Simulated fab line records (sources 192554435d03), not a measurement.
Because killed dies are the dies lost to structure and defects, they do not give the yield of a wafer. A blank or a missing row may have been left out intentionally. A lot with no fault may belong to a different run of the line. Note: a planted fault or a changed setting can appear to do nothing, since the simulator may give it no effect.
Which tool was responsible?	flow n5 finfet	Sampling: 23 lots, 69 wafers, 6 of 1938 route steps

== WHAT THE GAUGES READ, wafer by wafer ==
N5_BEOL_M3_INSPECT_59: inspects for defects (darkfield). Usual: 69 for raw defect count, sd 19.
lot	measured	on	raw defect count	flag
L074	day 7 23:11	defect inspect-02	63 66 51	
L075	day 8 20:03	defect inspect-02	68 62 109	
L076	day 9 00:21	defect inspect-02	86 89 63	
L077	day 9 06:17	defect inspect-02	106 102 82	
L078	day 9 06:50	defect inspect-02	51 74 56	
L079	day 9 10:31	defect inspect-02	122 69 70	
L082	day 10 11:08	defect inspect-02	77 59 58	
L083	day 10 13:20	defect inspect-02	79 79 79	
L081	day 10 16:28	defect inspect-02	43 53 43	
L080	day 11 07:40	defect inspect-02	76 36 81	
L084	day 11 10:12	defect inspect-02	55 93 79	
L085	day 11 15:24	defect inspect-02	51 110 84	
L088	day 11 18:08	defect inspect-02	62 50 55	
L087	day 12 03:59	defect inspect-01	45 56 73	
L086	day 12 16:18	defect inspect-02	64 44 67	
L089	day 12 21:34	defect inspect-01	55 85 62	
L091	day 13 04:14	defect inspect-01	74 99 73	
L090	day 13 08:28	defect inspect-02	58 92 56	
L092	day 13 20:32	defect inspect-01	72 54 62	
L093	day 13 18:41	defect inspect-02	74 79 63	
L094	day 14 09:34	defect inspect-01	55 55 66	
L096	day 14 10:22	defect inspect-02	63 42 39	
L095	day 14 14:31	defect inspect-01	71 69 58	

== WHICH TOOL RAN EACH LOT (tool, then ch and the chambers of the sampled wafers, then the start) ==
lot	N5_BEOL_M3_HM_OPEN_17	N5_BEOL_M3_STRIP_19	N5_BEOL_M3_ETCH_77	N5_BEOL_M3_PRE_CLEAN_45	N5_BEOL_M3_ANNEAL_51
L074	rie metal-03 ch 0, day 7 12:59	rie diel-03 ch 0,3, day 7 13:09	rie diel-06 ch 0,2, day 7 13:51	pvd sputter-01, day 7 19:45	rtp anneal-01 ch 0, day 7 22:18
L075	rie metal-01 ch 0,1, day 8 08:22	rie diel-03 ch 0,1,3, day 8 08:33	rie diel-03 ch 2,3, day 8 09:14	pvd sputter-03, day 8 16:32	rtp anneal-01 ch 0, day 8 19:15
L076	rie metal-02 ch 0,1, day 8 08:34	rie diel-03 ch 0,1,2, day 8 08:51	rie diel-03 ch 0,2, day 8 09:31	pvd sputter-02, day 8 20:52	rtp anneal-02 ch 0, day 8 23:28
L077	rie metal-02 ch 0,1, day 8 14:12	rie diel-03 ch 1,2,3, day 8 14:19	rie diel-02 ch 2,3, day 8 14:52	pvd sputter-02, day 9 02:56	rtp anneal-02 ch 0, day 9 05:25
L078	rie metal-03 ch 0,1, day 8 17:28	rie diel-02 ch 1,2, day 8 17:35	rie diel-03 ch 0,2, day 8 18:15	pvd sputter-03, day 9 03:05	rtp anneal-02 ch 0, day 9 05:41
L079	rie metal-02 ch 1, day 8 20:16	rie diel-03 ch 0,2,3, day 8 20:24	rie diel-03 ch 1,3, day 8 21:05	pvd sputter-03, day 9 06:34	rtp anneal-02 ch 0, day 9 09:38
L082	rie metal-01 ch 0,1, day 9 18:15	rie diel-06 ch 0,1, day 9 18:22	rie diel-03 ch 1,2, day 9 19:02	pvd sputter-01, day 10 07:44	rtp anneal-02 ch 0, day 10 10:16
L083	rie metal-01 ch 0,1, day 9 21:38	rie diel-06 ch 1,2,3, day 9 21:55	rie diel-02 ch 0,1,2, day 9 22:28	pvd sputter-01, day 10 08:08	rtp anneal-02 ch 0, day 10 12:26
L081	rie metal-02 ch 0,1, day 10 01:34	rie diel-03 ch 0,2, day 10 01:49	rie diel-02 ch 0,1,3, day 10 02:40	pvd sputter-01, day 10 12:07	rtp anneal-01 ch 0, day 10 15:38
L080	rie metal-03 ch 0,1, day 10 01:48	rie diel-02 ch 0,1, day 10 01:55	rie diel-02 ch 0,1,2, day 10 03:04	pvd sputter-01, day 10 21:38	rtp anneal-02 ch 0, day 11 06:43
L084	rie metal-01 ch 0,1, day 10 08:59	rie diel-06 ch 0,1,2, day 10 09:05	rie diel-02 ch 1,3, day 10 09:38	pvd sputter-02, day 11 06:43	rtp anneal-01 ch 0, day 11 09:20
L085	rie metal-03 ch 0,1, day 10 16:30	rie diel-02 ch 1,2,3, day 10 16:37	rie diel-06 ch 0,2,3, day 10 17:29	pvd sputter-03, day 11 11:37	rtp anneal-01 ch 0, day 11 14:21
L088	rie metal-01 ch 0,1, day 10 22:26	rie diel-02 ch 1,2,3, day 10 22:32	rie diel-03 ch 0,1, day 10 23:13	pvd sputter-01, day 11 14:38	rtp anneal-01 ch 0, day 11 17:13
L087	rie metal-01 ch 0,1, day 11 02:43	rie diel-06 ch 0,1, day 11 02:49	rie diel-02 ch 0,1,2, day 11 03:22	pvd sputter-03, day 11 22:50	rtp anneal-02 ch 0, day 12 03:07
L086	rie metal-01 ch 0,1, day 11 06:19	rie diel-03 ch 1,3, day 11 06:26	rie diel-06 ch 2,3, day 11 06:58	pvd sputter-03, day 12 12:37	rtp anneal-02 ch 0, day 12 15:28
L089	rie metal-02 ch 0, day 11 17:58	rie diel-02 ch 1,2,3, day 11 18:14	rie diel-02 ch 0,2,3, day 11 18:47	pvd sputter-01, day 12 16:32	rtp anneal-01 ch 0, day 12 20:25
L091	rie metal-03 ch 0,1, day 11 21:16	rie diel-06 ch 2,3, day 11 21:34	rie diel-02 ch 0,2,3, day 11 22:14	pvd sputter-01, day 12 20:36	rtp anneal-02 ch 0, day 13 03:22
L090	rie metal-02 ch 1, day 11 23:08	rie diel-03 ch 0,3, day 11 23:15	rie diel-03 ch 1,2, day 11 23:48	pvd sputter-01, day 13 04:39	rtp anneal-01 ch 0, day 13 07:35
L092	rie metal-02 ch 0,1, day 12 13:17	rie diel-02 ch 0,3, day 12 13:25	rie diel-02 ch 0,2, day 12 14:05	pvd sputter-02, day 13 15:38	rtp anneal-02 ch 0, day 13 19:40
L093	rie metal-01 ch 0,1, day 12 20:14	rie diel-06 ch 0,1,2, day 12 20:23	rie diel-06 ch 1,2,3, day 12 21:04	pvd sputter-02, day 13 15:12	rtp anneal-02 ch 0, day 13 17:55
L094	rie metal-02 ch 0,1, day 12 21:01	rie diel-02 ch 0,1,3, day 12 21:07	rie diel-06 ch 0,1,2, day 12 21:40	pvd sputter-02, day 14 06:05	rtp anneal-02 ch 0, day 14 08:47
L096	rie metal-01 ch 0,1, day 13 01:29	rie diel-03 ch 0,1, day 13 01:36	rie diel-02 ch 0,1,3, day 13 02:09	pvd sputter-01, day 14 06:23	rtp anneal-02 ch 0, day 14 09:29
L095	rie metal-03 ch 1, day 13 08:19	rie diel-06 ch 2,3, day 13 08:35	rie diel-06 ch 2,3, day 13 09:15	pvd sputter-01, day 14 10:46	rtp anneal-02 ch 0, day 14 13:37
- N5_BEOL_M3_HM_OPEN_17: chemistry Cl2/BCl3, target TiN, target depth 20 nm, overetch 6 nm.
- N5_BEOL_M3_STRIP_19: strips in O2.
- N5_BEOL_M3_ETCH_77: etches underlayer in N2/H2, target depth 6.5 nm, time 5.2 s.
- N5_BEOL_M3_PRE_CLEAN_45: time 30 s.
- N5_BEOL_M3_ANNEAL_51: time 90 s.

== WHAT THE TOOLS THEMSELVES READ (means of the sampled wafers that have a number; where no wafer has one, the mark that the record gives instead) ==
N5_BEOL_M3_HM_OPEN_17. Usual: bias w 126.0 W, standard deviation 0.41; drypump motor current A 5.68 A, standard deviation 0.15; oes product au 0.71 a.u., standard deviation 0.074; rf fwd power W 991 W, standard deviation 4.2; throttle valve pct 22.24 %, standard deviation 0.25.
lot	tool	bias w (W)	drypump motor current A (A)	oes product au (a.u.)	rf fwd power W (W)	throttle valve pct (%)	flag
L074	rie metal-03	125.6	5.70	0.54	995	22.61	
L075	rie metal-01	126.3	5.80	0.78	990	22.40	
L076	rie metal-02	125.8	5.44	0.70	992	22.01	
L077	rie metal-02	125.9	5.45	0.71	995	22.00	
L078	rie metal-03	126.4	5.73	0.63	996	22.47	
L079	rie metal-02	126.0	5.36	0.71	991	22.08	
L082	rie metal-01	125.4	5.81	0.78	994	22.39	
L083	rie metal-01	126.1	5.77	0.77	989	22.33	
L081	rie metal-02	126.2	5.54	0.70	994	21.94	
L080	rie metal-03	126.2	5.71	0.61	992	22.48	
L084	rie metal-01	126.0	5.77	0.77	990	22.33	
L085	rie metal-03	126.2	5.71	0.69	990	22.33	
L088	rie metal-01	126.4	5.80	0.76	987	22.40	
L087	rie metal-01	125.9	5.77	0.77	990	22.33	
L086	rie metal-01	125.8	5.81	0.76	991	22.42	
L089	rie metal-02	125.7	5.65	0.68	994	21.87	
L091	rie metal-03	126.2	5.73	0.62	993	22.48	
L090	rie metal-02	126.4	5.39	0.70	993	22.09	
L092	rie metal-02	125.8	5.44	0.69	994	22.01	
L093	rie metal-01	126.3	5.78	0.75	989	22.33	
L094	rie metal-02	126.1	5.56	0.69	994	21.94	
L096	rie metal-01	126.2	5.76	0.74	986	22.34	
L095	rie metal-03	126.0	5.73	0.73	986	22.20	

N5_BEOL_M3_STRIP_19. Usual: drypump motor current A 5.6 A, standard deviation 0.38; oes product au 0.78 a.u., standard deviation 0.069; rf vpp V 3.6 V, standard deviation 0.45; showerhead plenum p Torr 2.10 Torr, standard deviation 0.077; throttle valve pct 16.72 %, standard deviation 0.18.
lot	tool	drypump motor current A (A)	oes product au (a.u.)	rf vpp V (V)	showerhead plenum p Torr (Torr)	throttle valve pct (%)	flag
L074	rie diel-03	5.3	0.80	3.8	2.16	16.80	
L075	rie diel-03	5.8	0.80	3.7	2.15	16.78	
L076	rie diel-03	5.9	0.78	3.5	2.15	16.79	
L077	rie diel-03	5.6	0.73	3.8	2.16	16.93	
L078	rie diel-02	5.5	0.77	3.6	2.14	16.64	
L079	rie diel-03	5.4	0.77	3.2	2.17	16.82	
L082	rie diel-06	5.5	0.90	3.5	2.10	16.54	
L083	rie diel-06	5.7	0.78	3.6	2.04	16.73	
L081	rie diel-03	5.6	0.74	3.6	2.17	16.85	
L080	rie diel-02	5.5	0.81	3.9	2.09	16.50	
L084	rie diel-06	5.6	0.84	3.2	2.05	16.64	
L085	rie diel-02	5.6	0.76	3.5	2.08	16.64	
L088	rie diel-02	5.5	0.77	3.4	2.08	16.65	
L087	rie diel-06	5.4	0.86	3.6	2.10	16.60	
L086	rie diel-03	5.4	0.75	3.4	2.15	16.94	
L089	rie diel-02	5.5	0.76	3.5	2.08	16.65	
L091	rie diel-06	5.8	0.72	3.9	2.02	16.78	
L090	rie diel-03	5.6	0.81	3.9	2.14	16.71	
L092	rie diel-02	5.6	0.74	3.8	1.98	16.69	
L093	rie diel-06	5.6	0.82	3.3	2.05	16.67	
L094	rie diel-02	5.5	0.78	3.7	2.06	16.59	
L096	rie diel-03	6.3	0.78	3.6	2.12	16.81	
L095	rie diel-06	5.8	0.71	3.1	2.01	16.81	

N5_BEOL_M3_ETCH_77. Usual: bias w 150.0 W, standard deviation 0.43; drypump motor current A 5.6 A, standard deviation 0.34; etch rf on time s 5.20 s, standard deviation 0.23; h2 flow sccm 200.0 sccm, standard deviation 0.61; oes product au 0.67 a.u., standard deviation 0.056; rf fwd power W 819.6 W, standard deviation 2.4; rf vpp V 523.5 V, standard deviation 2.8; showerhead plenum p Torr 2.53 Torr, standard deviation 0.09; throttle valve pct 17.84 %, standard deviation 0.19.
lot	tool	bias w (W)	drypump motor current A (A)	etch rf on time s (s)	h2 flow sccm (sccm)	oes product au (a.u.)	rf fwd power W (W)	rf vpp V (V)	showerhead plenum p Torr (Torr)	throttle valve pct (%)	flag
L074	rie diel-06	150.1	5.7	5.21	200.0	0.78	818.5	520.5	2.46	17.63	
L075	rie diel-03	150.0	5.2	5.03	199.7	0.61	821.2	525.9	2.62	18.04	
L076	rie diel-03	150.0	5.6	5.32	199.5	0.63	818.6	527.0	2.62	17.96	
L077	rie diel-02	149.6	5.6	5.36	200.3	0.63	821.1	521.9	2.44	17.88	
L078	rie diel-03	150.4	5.8	5.43	200.1	0.68	819.4	525.3	2.62	18.01	
L079	rie diel-03	150.3	5.9	5.13	199.9	0.65	816.5	523.8	2.57	17.90	
L082	rie diel-03	150.0	6.1	5.16	200.3	0.64	820.4	524.9	2.56	17.81	
L083	rie diel-02	149.7	5.5	5.03	200.0	0.70	817.5	524.4	2.55	17.76	
L081	rie diel-02	150.6	5.6	5.22	200.3	0.67	819.6	523.7	2.52	17.79	
L080	rie diel-02	149.7	5.5	5.03	200.6	0.68	820.3	524.5	2.55	17.76	
L084	rie diel-02	149.6	5.5	5.13	200.1	0.69	820.1	525.6	2.58	17.70	
L085	rie diel-06	150.1	5.7	5.28	200.0	0.67	819.6	522.2	2.46	17.82	
L088	rie diel-03	150.2	6.2	5.41	200.2	0.69	821.0	524.9	2.59	17.97	
L087	rie diel-02	150.0	5.5	5.06	200.2	0.68	820.6	523.6	2.55	17.77	
L086	rie diel-06	150.1	5.8	5.20	199.7	0.62	820.4	521.7	2.46	17.96	
L089	rie diel-02	149.8	5.6	5.26	200.1	0.63	820.3	521.7	2.46	17.89	
L091	rie diel-02	150.1	5.6	5.30	200.0	0.63	819.9	521.6	2.46	17.89	
L090	rie diel-03	150.0	6.1	5.22	200.4	0.62	818.3	522.9	2.55	17.82	
L092	rie diel-02	149.9	5.5	5.02	199.8	0.65	818.4	521.4	2.49	17.88	
L093	rie diel-06	150.4	5.7	5.29	200.3	0.64	819.0	522.1	2.47	17.87	
L094	rie diel-06	150.2	5.6	5.25	200.1	0.71	822.2	521.4	2.46	17.73	
L096	rie diel-02	149.9	5.5	5.26	200.1	0.66	819.8	525.0	2.51	17.82	
L095	rie diel-06	150.1	5.8	5.30	200.6	0.63	818.8	520.1	2.40	17.99	

N5_BEOL_M3_PRE_CLEAN_45. Usual: 328 W for heater power w, sd 24.
lot	tool	heater power w (W)	flag
L074	pvd sputter-01	344	
L075	pvd sputter-03	322	
L076	pvd sputter-02	310	
L077	pvd sputter-02	311	
L078	pvd sputter-03	330	
L079	pvd sputter-03	322	
L082	pvd sputter-01	353	
L083	pvd sputter-01	339	
L081	pvd sputter-01	320	
L080	pvd sputter-01	328	
L084	pvd sputter-02	315	
L085	pvd sputter-03	332	
L088	pvd sputter-01	334	
L087	pvd sputter-03	339	
L086	pvd sputter-03	340	
L089	pvd sputter-01	314	
L091	pvd sputter-01	336	
L090	pvd sputter-01	333	
L092	pvd sputter-02	327	
L093	pvd sputter-02	295	
L094	pvd sputter-02	324	
L096	pvd sputter-01	332	
L095	pvd sputter-01	338	

N5_BEOL_M3_ANNEAL_51. Usual: anneal temp c max 225.83, standard deviation 0.28; wafer_temp_C_max 226.0, standard deviation 0.33.
lot	tool	anneal temp c max	wafer_temp_C_max	flag
L074	rtp anneal-01	225.73	225.7	
L075	rtp anneal-01	226.19	225.7	
L076	rtp anneal-02	225.68	226.4	
L077	rtp anneal-02	225.42	226.3	
L078	rtp anneal-02	225.73	226.0	
L079	rtp anneal-02	225.66	226.2	
L082	rtp anneal-02	225.76	226.2	
L083	rtp anneal-02	225.61	226.3	
L081	rtp anneal-01	225.76	225.9	
L080	rtp anneal-02	225.75	226.2	
L084	rtp anneal-01	225.83	225.7	
L085	rtp anneal-01	225.99	225.5	
L088	rtp anneal-01	225.97	225.8	
L087	rtp anneal-02	225.92	226.0	
L086	rtp anneal-02	225.57	226.3	
L089	rtp anneal-01	226.02	225.7	
L091	rtp anneal-02	225.66	226.3	
L090	rtp anneal-01	226.22	225.7	
L092	rtp anneal-02	225.75	226.5	
L093	rtp anneal-02	226.00	226.1	
L094	rtp anneal-02	225.68	226.1	
L096	rtp anneal-02	225.91	226.3	
L095	rtp anneal-02	225.47	226.4	

== THE ANSWER, worked out from the rows above alone ==
Rule: take the mean of a lot's wafers that have a number; if it is more than 3 standard deviations from the usual mean, the lot is off. Also off: a lot with no number at a reading for which 4 or more lots have one. The other lots that the step has rows for count as sound. First the gauges in route order, then the tools' own readings, where a lot's mean is used as printed above. The first step at which some lot is off is used, and at that step the reading that is off furthest; a lot without a number counts as furthest.
No lot is off on any of the readings shown, so nothing can be concluded from this.

== WHAT THE SIMULATOR HAD INSERTED ==
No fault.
